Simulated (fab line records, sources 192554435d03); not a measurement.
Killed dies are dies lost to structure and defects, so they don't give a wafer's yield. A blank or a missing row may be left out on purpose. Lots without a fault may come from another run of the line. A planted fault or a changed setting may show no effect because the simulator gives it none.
Split-lot experiment | flow n5_finfet | 7 lots, 21 wafers read, on a route of 1938 steps

THE SPLIT
At N5_BEOL_M0_SAQP_ETCH_107 (etches SiNx in CH3F/O2, target depth 30 nm), the setting bias_w was moved away from the recipe's 73 W on 8 of the 21 wafers read, by -15.1% to +12.9%. The other wafers ran this setting at the recipe's value.

The reading is taken at the split's own step.

THE READING
rf_vpp_V, in V, at N5_BEOL_M0_SAQP_ETCH_107 (etches SiNx in CH3F/O2, target depth 30 nm). Fault-free wafers of this fab line usually give 299 V, standard deviation 4.2 V.

wafer  | tool, chamber at the split | bias_w as run, W | against the recipe | rf_vpp_V, V | against lot-mates on the recipe
L079.1 | rie_diel-06, 3             | 69.49            | -4.8%              | 296         | -5
L079.5 | rie_diel-06, 3             | 73               | recipe             | 307         | -
L079.6 | rie_diel-06, 0             | 73               | recipe             | 295         | -
L081.1 | rie_diel-05, 1             | 73               | recipe             | 299         | -
L081.2 | rie_diel-05, 0             | 82.11            | +12.5%             | 325         | +26
L081.5 | rie_diel-05, 2             | 82.11            | +12.5%             | 324         | +25
L084.1 | rie_diel-06, 0             | 73               | recipe             | 295         | -
L084.2 | rie_diel-06, 3             | 66.64            | -8.7%              | 286         | -9
L084.4 | rie_diel-06, 2             | 66.64            | -8.7%              | 281         | -14
L087.2 | rie_diel-05, 1             | 73               | recipe             | 300         | -
L087.3 | rie_diel-05, 3             | 61.96            | -15.1%             | 262         | -38
L087.4 | rie_diel-05, 1             | 61.96            | -15.1%             | 263         | -37
L091.2 | rie_diel-05, 3             | 73               | recipe             | 302         | -
L091.3 | rie_diel-05, 0             | 82.39            | +12.9%             | 327         | +26
L091.5 | rie_diel-05, 3             | 73               | recipe             | 301         | -
L093.2 | rie_diel-06, 0             | 73               | recipe             | 295         | -
L093.4 | rie_diel-06, 1             | 73               | recipe             | 296         | -
L093.6 | rie_diel-06, 2             | 73               | recipe             | 303         | -
L096.1 | rie_diel-02, 0             | 73               | recipe             | 296         | -
L096.2 | rie_diel-02, 3             | 73               | recipe             | 299         | -
L096.5 | rie_diel-02, 2             | 73               | recipe             | 306         | -

THE FIT
A straight line over all 21 wafers: rf_vpp_V changes by +2.16 V for each +1% of bias_w; r = +0.97; the points scatter about the line by 4.2 V.
The same after taking each lot's own level away (the mean of its wafers on the recipe; 21 wafers): +2.1 V for each +1%; r = +0.96; scatter 4.4 V.
On that fit, the largest move of bias_w shifts the reading by 32 V.
The lots' own levels span 295.0 to 301.5 V, that is 1.5 times the standard deviation above.
So the lot-to-lot level changes the slope little: the two slopes agree.
Check: with one of the wafers moved furthest among these (-15.1%) left out of the fit, the line predicts -29.5 V for it against its lot-mates. It came out at -38 V against them.
Tool readings at the split's step, against how far the setting was moved: rf_vpp_V r = +0.97.

OTHER SPLITS ON THESE WAFERS
These wafers also went through other splits before the reading. Each is held against what the fit with the lots' levels taken away leaves over:
other split on the same wafers        | wafers away from the commonest value | r with rf_vpp_V (lot level and that fit taken away)
N5_MOL_CONTACT_COAG_EXPOSE_37 dose_mj | 7                                    | +0.27
N5_BEOL_M0_SAQP_COAT_105 spin_rpm     | 8                                    | -0.14

THE WHOLE CHAIN: every reading that the file lists as answering this split, in the file's order
step                     | what it does                               | reading                                                                        | change (the file's fit)               | r (the file's)
N5_BEOL_M0_SAQP_ETCH_107 | etches SiNx in CH3F/O2, target depth 30 nm | rf_vpp_V                                                                       | +2.07 V for each +1% of the setting   | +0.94
N5_BEOL_M0_SAQP_ETCH_107 | etches SiNx in CH3F/O2, target depth 30 nm | BEOL_M0_SAQP.feature_depth_nm (the simulator's own value, which no gauge read) | +0.149 nm for each +1% of the setting | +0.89

THE FILE'S OWN FIT
rf_vpp_V changes by +2.07 V for each +1% of bias_w, r = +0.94.
